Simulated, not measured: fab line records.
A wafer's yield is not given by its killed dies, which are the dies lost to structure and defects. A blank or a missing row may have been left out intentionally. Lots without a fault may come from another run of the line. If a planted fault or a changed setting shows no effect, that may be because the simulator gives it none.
fab line records	flow nand_harc
record lots=6	wafers=18	last_day=24
route steps=1159 shown P_CONTACT@237 END@1159
lots with no fault: from the same line, run without faults
start_h: hours from the record's first day to the start of the lot's first wafer shown	wait_h: hours elapsed since this lot's preceding step	" identical to the entry in the row above	L1.1+2: several wafers, shown together as one row	- no value present, or no start provided	* or withheld: withheld	< > ~ a bound
route shown NAME@n: names a module that has steps shown in the file, with the first one's number in the route	usual: mean and standard deviation over wafers with no fault	same: alike in all rows	chamber/n: place in a boat	sites: readings site by site	_std_site: the values' standard deviation	_edge_site: outer sites' mean less inner sites'	radius_mm: how far each site lies from the wafer's centre	mask NAME#n: copy n	behind: the most recent tool/chamber to have shaped the wafer	hold: the reason the lot was held/the length of the hold in hours/how it ended	device: the transistor (n, p or np) that didn't switch	end of line: tests of these same wafers at the route's end	step lacking rows: just its recipe	killed: dies lost to structure and defects at the first sort, not the wafer's yield	map: per-die view of a wafer (x killed, . not killed, _ where there is no die)
set.NAME: the setting as run; set.NAME@STEP: as run at that earlier step	model.NAME: the simulator's own value behind a step, which no gauge read
lots seen at some steps along the route; tables by step, rows by wafer
services: from which hour (start_h, from the record's first day; less than 0 if before it) a tool's chamber was out of use, for how many hours, and why
## steps
# step NHARC_P_CONTACT_ETCH_36
# recipe target_depth_a=2600	over_etch_frac=0.25	time_s=406.25	ion_energy_ev=200	n2_flow_sccm=150	h2_flow_sccm=150	ar_flow_sccm=0	rf_w=400	bias_w=150	chemistry=N2/H2
# usual drypump_motor_current_A=5.9/0.43	mfc_ar_sccm=0.009/0.012	oes_product_au=1.000/0.0073	rf_vpp_V=430.3/2.8	showerhead_plenum_p_Torr=2.03/0.098	throttle_valve_pct=14.171/0.0095
lot.wafer	tool	chamber	start_h	wait_h	drypump_motor_current_A	mfc_ar_sccm	oes_product_au	rf_hours_counter_h	rf_vpp_V	showerhead_plenum_p_Torr	throttle_valve_pct
L176.2	rie_diel-13	3	-	-	5.2	0.002	0.991	3	429.7	2.00	14.177
L176.6	"	2	"	"	5.6	0	1.004	-	426.8	1.92	14.162
L176.4	"	3	"	"	5.2	0.002	1.000	-	428.8	2.00	14.180
L180.2	rie_diel-13	3	-	-	5.2	0.002	1.012	5	430.3	2.00	14.166
L180.1	"	0	"	"	6.5	0.024	1.009	5	434.0	2.19	14.168
L180.3	"	2	"	"	5.6	0	1.001	6	427.8	1.92	14.160
L185.2	rie_diel-13	0	-	-	6.5	0.024	1.010	9	433.5	2.19	14.168
L185.4	"	1	"	"	5.7	0	0.999	5	434.2	2.14	14.171
L185.6	"	0	"	"	6.5	0.024	1.001	-	434.8	2.19	14.175
L187.4	rie_diel-05	2	-	-	6.2	0.033	1.002	1	430.3	2.06	14.177
L187.2	"	1	"	"	5.9	0	0.985	1	425.8	1.90	14.179
L187.5	"	2	"	"	6.2	0.033	1.002	-	431.4	2.06	14.162
L194.1	rie_diel-13	1	-	-	5.7	0	1.011	11	433.8	2.13	14.167
L194.5	"	2	"	"	5.6	0	0.999	-	426.3	1.92	14.165
L194.6	"	3	"	"	5.2	0.002	1.001	-	428.8	1.99	14.149
L196.1	rie_diel-13	1	-	-	5.7	0	1.000	12	433.1	2.13	14.174
L196.4	"	2	"	"	5.6	0	0.997	17	426.1	1.92	14.175
L196.5	"	0	"	"	6.5	0.024	1.002	-	435.4	2.19	14.177
# step NHARC_P_CONTACT_ETCH_18
# recipe target_depth_a=4810	time_s=240.5	c4f8_flow_sccm=20	o2_flow_sccm=10	ar_flow_sccm=withheld	rf_w=600	bias_w=1500	chemistry=C4F8/O2/Ar
# usual oes_product_au=0.956/0.018	rf_vpp_V=978/6.2
lot.wafer	tool	chamber	start_h	wait_h	oes_product_au	rf_hours_counter_h	rf_vpp_V
L176.2	rie_diel-13	2	-	-	0.923	4	971
L176.6	"	3	"	"	0.926	-	975
L176.4	"	0	"	"	0.922	-	987
L180.3	rie_diel-13	3	-	-	0.938	5	977
L180.1	"	0	"	"	0.949	5	987
L180.2	"	2	"	"	0.941	6	971
L185.4	rie_diel-13	0	-	-	0.965	9	989
L185.2	"	1	"	"	0.954	6	984
L185.6	"	1	"	"	0.943	-	984
L187.4	rie_diel-05	2	-	-	0.981	2	980
L187.2	"	3	"	"	0.957	2	983
L187.5	"	3	"	"	0.959	-	983
L194.1	rie_diel-13	3	-	-	0.957	15	973
L194.6	"	1	"	"	0.961	-	984
L194.5	"	2	"	"	0.973	-	969
L196.4	rie_diel-13	1	-	-	0.973	12	985
L196.1	"	2	"	"	0.979	17	969
L196.5	"	1	"	"	0.974	-	984
# step NHARC_P_CONTACT_STRIP_37
# recipe c4f8_flow_sccm=withheld	o2_flow_sccm=8	ar_flow_sccm=withheld	bias_w=0	chemistry=C4F8/O2/Ar
# step NHARC_P_CONTACT_ETCH_31
# recipe target_depth_a=300	time_s=85.7	ion_energy_ev=120	over_etch_frac=1	ch3f_flow_sccm=50	o2_flow_sccm=30	ar_flow_sccm=200	rf_w=500	bias_w=100	chemistry=CH3F/O2
# step NHARC_P_CONTACT_CD_MEAS_19
# usual cd_nm=89.1/1.1
lot.wafer	tool	chamber	start_h	wait_h	cd_nm
L176.2	cd_sem-03	-	133.89	-	88.4
L176.4	"	-	"	"	88.5
L176.6	"	-	"	"	89.0
L180.1	cd_sem-02	-	149.81	-	89.6
L180.2	"	-	"	"	89.7
L180.3	"	-	"	"	90.1
L185.2	cd_sem-03	-	192.70	-	88.9
L185.4	"	-	"	"	89.0
L185.6	"	-	"	"	87.8
L187.2	cd_sem-01	-	204.41	-	89.7
L187.4	"	-	"	"	90.7
L187.5	"	-	"	"	90.8
L194.1	cd_sem-01	-	240.30	-	89.2
L194.5	"	-	"	"	89.3
L194.6	"	-	"	"	90.1
L196.1	cd_sem-01	-	246.51	-	90.4
L196.4	"	-	"	"	91.1
L196.5	"	-	"	"	91.3
# step NHARC_P_CONTACT_STRIP_28
# recipe o2_flow_sccm=500	ar_flow_sccm=0	bias_w=0	chemistry=O2
# step NHARC_P_CONTACT_STRIP_29
# recipe time_s=1200	temp_c=72.5	chemistry=post_etch_residue_remover
# step NHARC_P_CONTACT_DEGAS_38
# recipe temp_c=300	time_s=60
# usual heater_power_w=463/56
lot.wafer	tool	chamber	start_h	wait_h	heater_power_w
L176.2	pvd_sputter-02	-	134.62	-	428
L176.4	"	-	"	"	463
L176.6	"	-	"	"	489
L180.3	pvd_sputter-01	-	150.56	-	477
L180.1	"	-	"	"	406
L180.2	"	-	"	"	389
L185.2	pvd_sputter-02	-	193.43	-	409
L185.4	"	-	"	"	485
L185.6	"	-	"	"	434
L187.4	pvd_sputter-02	-	205.13	-	425
L187.2	"	-	"	"	443
L187.5	"	-	"	"	486
L194.1	pvd_sputter-02	-	241.02	-	412
L194.6	"	-	"	"	431
L194.5	"	-	"	"	402
L196.4	pvd_sputter-01	-	247.26	-	417
L196.1	"	-	"	"	444
L196.5	"	-	"	"	408
# step NHARC_P_CONTACT_PRE_CLEAN_39
# recipe time_s=19.5	bias_v=250	gas=Ar
# step NHARC_P_CONTACT_PVD_32
# recipe target_thk_a=50	chamber_pressure_pa=5	power_w=5000	substrate_temp_c=200	time_s=17.7	material=Ti
# step NHARC_P_CONTACT_ALD_22
# recipe target_thk_a=30	pulse_time_s=1	ald_cycles=150	temp_c=450	material=TiN
# usual heater_power_w=1111/87	precursor_pulse_height_rel=0.999/0.018
lot.wafer	tool	chamber	start_h	wait_h	heater_power_w	precursor_pulse_height_rel
L176.4	ald_metal-04	2	134.87	-	1079	0.991
L176.2	"	0	"	"	1161	1.012
L176.6	"	2	"	"	1094	0.988
L180.3	ald_metal-01	0	150.81	-	979	0.998
L180.1	"	1	"	"	1160	1.030
L180.2	"	3	"	"	1134	0.996
L185.2	ald_metal-04	1	193.71	-	1222	1.011
L185.4	"	2	"	"	1052	0.998
L185.6	"	3	"	"	1044	0.985
L187.2	ald_metal-01	3	205.39	-	1161	1.016
L187.4	"	1	"	"	1122	1.017
L187.5	"	3	"	"	1124	1.000
L194.1	ald_metal-04	0	241.36	-	1134	1.008
L194.5	"	1	"	"	1292	0.960
L194.6	"	2	"	"	1039	0.993
L196.4	ald_metal-01	1	247.50	-	1136	0.973
L196.1	"	0	"	"	969	1.003
L196.5	"	1	"	"	1120	0.982
# step NHARC_P_CONTACT_CVD_23
# recipe target_thk_a=2000	temp_c=300	pressure_torr=40	wf6_flow_sccm=40	h2_flow_sccm=1600	ar_flow_sccm=1560	time_s=557	material=W
# usual heater_power_w=530/53	mfc_ar_sccm=1560/5	throttle_valve_pct=8.15/0.27
lot.wafer	tool	chamber	start_h	wait_h	heater_power_w	mfc_ar_sccm	throttle_valve_pct
L176.2	cvd_w-01	1	-	-	602	1571	8.17
L176.4	"	0	"	"	514	1552	8.24
L176.6	"	1	"	"	599	1563	8.35
L180.1	cvd_w-02	0	-	-	475	1562	8.30
L180.2	"	1	"	"	497	1565	7.71
L180.3	"	0	"	"	479	1556	7.97
L185.2	cvd_w-02	1	-	-	495	1557	7.85
L185.4	"	0	"	"	479	1555	8.07
L185.6	"	1	"	"	498	1563	7.98
L187.2	cvd_w-01	0	-	-	540	1555	8.24
L187.4	"	0	"	"	533	1557	8.31
L187.5	"	1	"	"	609	1555	8.60
L194.1	cvd_w-01	0	-	-	530	1568	7.89
L194.5	"	1	"	"	608	1558	8.54
L194.6	"	0	"	"	523	1563	8.33
L196.1	cvd_w-02	0	-	-	443	1555	7.92
L196.4	"	0	"	"	443	1564	8.01
L196.5	"	1	"	"	514	1554	8.05
# step NHARC_P_CONTACT_CMP_24
# recipe t_overpolish_s=30	target_thk_nm=200
# usual edge_zone_pressure_frac=1.000/0.0051	motor_current_A=12.0/1	overpolish_run_s=29.999/0.0093	pad_life_wafers=254/140	time_to_endpoint_s=39.5/2.6
lot.wafer	tool	chamber	start_h	wait_h	edge_zone_pressure_frac	motor_current_A	overpolish_run_s	pad_life_wafers	time_to_endpoint_s
L176.4	cmp-03	0	141.43	0.3	1.004	10.8	29.993	361	40.7
L176.2	"	2	"	"	1.003	14.1	29.991	363	38.9
L176.6	"	0	"	"	1.007	11.3	29.989	-	38.4
L180.1	cmp-03	3	151.68	0.6	1.001	12.2	30.002	390	36.9
L180.2	"	0	"	"	1.009	10.8	29.992	391	37.4
L180.3	"	2	"	"	1.003	13.8	30.006	393	36.3
L185.4	cmp-03	0	198.14	0.3	1.006	10.6	9.054	114	81.0
L185.2	"	2	"	"	0.995	14.2	10.645	116	79.0
L185.6	"	1	"	"	0.998	12.1	9.561	-	81.1
L187.2	cmp-03	2	212.42	0.6	1.005	13.5	12.121	192	78.0
L187.4	"	3	"	"	0.997	12.1	9.519	193	80.7
L187.5	"	3	"	"	1.002	11.6	11.628	-	78.8
L194.1	cmp-01	1	244.39	0.5	1.002	11.4	29.999	387	39.3
L194.6	"	2	"	"	1.001	11.1	30.005	-	39.4
L194.5	"	3	"	"	0.999	13.2	29.993	-	40.1
L196.1	cmp-02	2	248.70	0.5	0.996	12.0	30.001	121	44.4
L196.4	"	3	"	"	1.003	12.1	30.017	122	45.8
L196.5	"	2	"	"	1.002	12.8	30.013	-	43.0
# step NHARC_END_SORT_01
# recipe temp_c=25
# usual killed_at_array=29/11	killed_at_other=0.6/0.92	killed_at_periphery=3.2/2	killed_dies=33/11	killed_open=3.2/2	killed_short=1.9/1.5
# same gross_dies=677
lot.wafer	tool	chamber	start_h	wait_h	killed_at_array	killed_at_other	killed_at_periphery	killed_dies	killed_open	killed_short
L185.2	prober-02	0	511.60	2.8	28	0	5	33	2	1
L185.4	prober-02	0	513.19	3.4	28	0	3	31	4	1
L185.6	prober-02	0	514.79	4.0	26	0	11	37	3	3
L187.2	prober-01	0	527.90	2.8	19	0	1	20	1	2
L187.4	prober-01	0	529.50	3.4	8	0	3	11	2	1
L187.5	prober-01	0	530.30	3.7	14	0	4	18	3	2
L194.1	prober-01	0	571.55	2.5	37	0	2	39	2	0
L194.5	prober-01	0	574.72	3.7	22	0	1	23	0	3
L194.6	prober-01	0	575.51	4.0	23	0	2	25	3	1
L196.1	prober-02	0	578.40	2.5	42	0	5	47	4	1
L196.4	prober-02	0	580.78	3.4	44	0	5	49	1	1
L196.5	prober-02	0	581.57	3.7	37	0	7	44	3	0
# killed by level:class
L185.2 A_SLIT:chamber_film_flake=19 A_CONTACT:chamber_film_flake=3 P_ZERO_WELL:chamber_film_flake=2 P_GATE:chamber_film_flake=2 A_CHANNEL_HOLE_D1:chamber_film_flake=2 P_M0:geometric_particle:open=1 A_CHANNEL_HOLE_D1:geometric_particle:short=1 A_SGD_CUT:geometric_particle:open=1
L185.4 A_SLIT:chamber_film_flake=12 A_CONTACT:chamber_film_flake=6 A_CHANNEL_HOLE_D1:chamber_film_flake=2 A_STAIRCASE:chamber_film_flake=2 P_GATE:geometric_particle:open=1 A_SOURCE_PLATE:geometric_particle:open=1 A_ONON_D1:geometric_particle:open=1 A_CHANNEL_FILL_D1:geometric_particle:short=1
L185.6 A_SLIT:chamber_film_flake=13 P_ZERO_WELL:chamber_film_flake=4 A_CONTACT:chamber_film_flake=4 P_GATE:chamber_film_flake=3 A_CHANNEL_HOLE_D1:chamber_film_flake=3 A_STAIRCASE:chamber_film_flake=2 P_GATE:geometric_particle:short=1 P_GATE:geometric_particle:open=1
L187.2 A_CHANNEL_HOLE_D1:chamber_film_flake=9 A_CONTACT:chamber_film_flake=3 A_STAIRCASE:chamber_film_flake=2 A_WL_FILL:chamber_film_flake=2 A_ONON_D1:geometric_particle:short=1 A_WL_FILL:geometric_particle:short=1 A_CONTACT:geometric_particle:open=1 P_GATE:chamber_film_flake=1
L187.4 A_CHANNEL_HOLE_D1:chamber_film_flake=4 A_CONTACT:chamber_film_flake=2 P_STI:geometric_particle:open=1 P_M1:geometric_particle:short=1 A_CHANNEL_FILL_D1:geometric_particle:open=1 P_GATE:chamber_film_flake=1 A_STAIRCASE:chamber_film_flake=1
L187.5 A_CHANNEL_HOLE_D1:chamber_film_flake=4 A_STAIRCASE:chamber_film_flake=3 A_WL_FILL:geometric_particle:open=2 P_GATE:chamber_film_flake=2 P_STI:geometric_particle:short=1 A_CHANNEL_FILL_D1:geometric_particle:open=1 A_WL_FILL:geometric_particle:short=1 P_ZERO_WELL:chamber_film_flake=1
L194.1 A_CONTACT:chamber_film_flake=14 A_CHANNEL_HOLE_D1:chamber_film_flake=10 A_STAIRCASE:chamber_film_flake=5 A_SLIT:chamber_film_flake=3 A_M0:geometric_particle:open=2 A_BLC:chamber_film_flake=2 P_ZERO_WELL:chamber_film_flake=1 P_STI:chamber_film_flake=1
L194.5 A_STAIRCASE:chamber_film_flake=9 A_CHANNEL_HOLE_D1:chamber_film_flake=4 A_CONTACT:chamber_film_flake=4 A_WL_FILL:geometric_particle:short=2 A_BLC:geometric_particle:short=1 P_STI:chamber_film_flake=1 A_CHANNEL_FILL_D1:chamber_film_flake=1 A_BLC:chamber_film_flake=1
L194.6 A_CONTACT:chamber_film_flake=8 A_CHANNEL_HOLE_D1:chamber_film_flake=6 A_STAIRCASE:chamber_film_flake=6 P_CONTACT:geometric_particle:open=1 P_M0:geometric_particle:open=1 A_SOURCE_PLATE:geometric_particle:open=1 A_ONON_D1:geometric_particle:short=1 A_CHANNEL_FILL_D1:chamber_film_flake=1
L196.1 A_SLIT:chamber_film_flake=17 A_CHANNEL_HOLE_D1:chamber_film_flake=7 A_CONTACT:chamber_film_flake=6 A_BLC:chamber_film_flake=6 P_M2:chamber_film_flake=3 A_STAIRCASE:chamber_film_flake=2 P_M2:geometric_particle:short=1 A_CHANNEL_FILL_D1:geometric_particle:open=1
L196.4 A_SLIT:chamber_film_flake=14 A_CONTACT:chamber_film_flake=12 A_CHANNEL_HOLE_D1:chamber_film_flake=7 A_STAIRCASE:chamber_film_flake=5 A_BLC:chamber_film_flake=3 P_GATE:chamber_film_flake=2 P_M2:chamber_film_flake=2 A_CHANNEL_FILL_D1:geometric_particle:open=1
L196.5 A_CONTACT:chamber_film_flake=11 A_SLIT:chamber_film_flake=9 A_BLC:chamber_film_flake=6 P_M2:chamber_film_flake=4 P_GATE:chamber_film_flake=3 A_CHANNEL_HOLE_D1:chamber_film_flake=3 A_WL_FILL:chamber_film_flake=3 A_M0:geometric_particle:open=2
## services
tool	chamber	start_h	hours	kind
cvd_w-02	-	114.28	1.9	repair
cvd_w-01	-	116.45	13.0	pm
rie_diel-13	1	121.69	32.1	repair
rie_diel-05	2	135.39	7.6	repair
cmp-03	-	144.40	4.6	repair
pvd_sputter-01	-	147.89	1.3	repair
ald_metal-01	-	149.36	0.5	repair
cmp-03	-	156.00	4.0	pm
ald_metal-01	3	156.73	27.4	repair
pvd_sputter-01	-	158.00	10.0	pm
rie_diel-05	-	163.60	9.0	pm
ald_metal-01	1	167.22	4.6	repair
pvd_sputter-01	-	169.28	0.5	repair
ald_metal-01	0	175.13	4.9	repair
rie_diel-05	1	176.99	9.2	repair
ald_metal-04	-	177.06	0.5	repair
rie_diel-05	2	182.17	5.1	repair
cmp-03	-	188.12	2.5	repair
cvd_w-02	-	198.58	13.0	pm
pvd_sputter-02	-	214.05	10.0	pm
ald_metal-04	-	228.00	10.0	pm
ald_metal-01	1	229.78	2.8	repair
pvd_sputter-01	-	234.33	4.0	repair
cmp-03	-	244.09	1.8	repair
## key
first_sign step=NHARC_P_CONTACT_CMP_24	reading=overpolish_run_s	direction=down	sigmas=99+	usual=29.999	struck=10.421
effect step=NHARC_P_CONTACT_CMP_24	reading=time_to_endpoint_s	direction=up	sigmas=16	usual=*	struck=*
met_at NHARC_P_CONTACT_CMP_24
struck_wafers L185.2,L185.4,L185.6,L187.2,L187.4,L187.5
tester_left_out L185,L187
onset_between 151.68 198.14
fault kind=process_parameter_drift	tool=cmp-03	chamber=-	onset_h=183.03	steps=NHARC_P_CONTACT_CMP_24	channel=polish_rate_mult	offset=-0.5	shape=step	end_h=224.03
# tester_left_out: of these lots the tester's yield and bins aren't shown, on N5 and GAA mostly nor the transistor test; their killed dies are dies lost to structure and defects alone, not to doping, threshold or leakage, so they don't give the yield
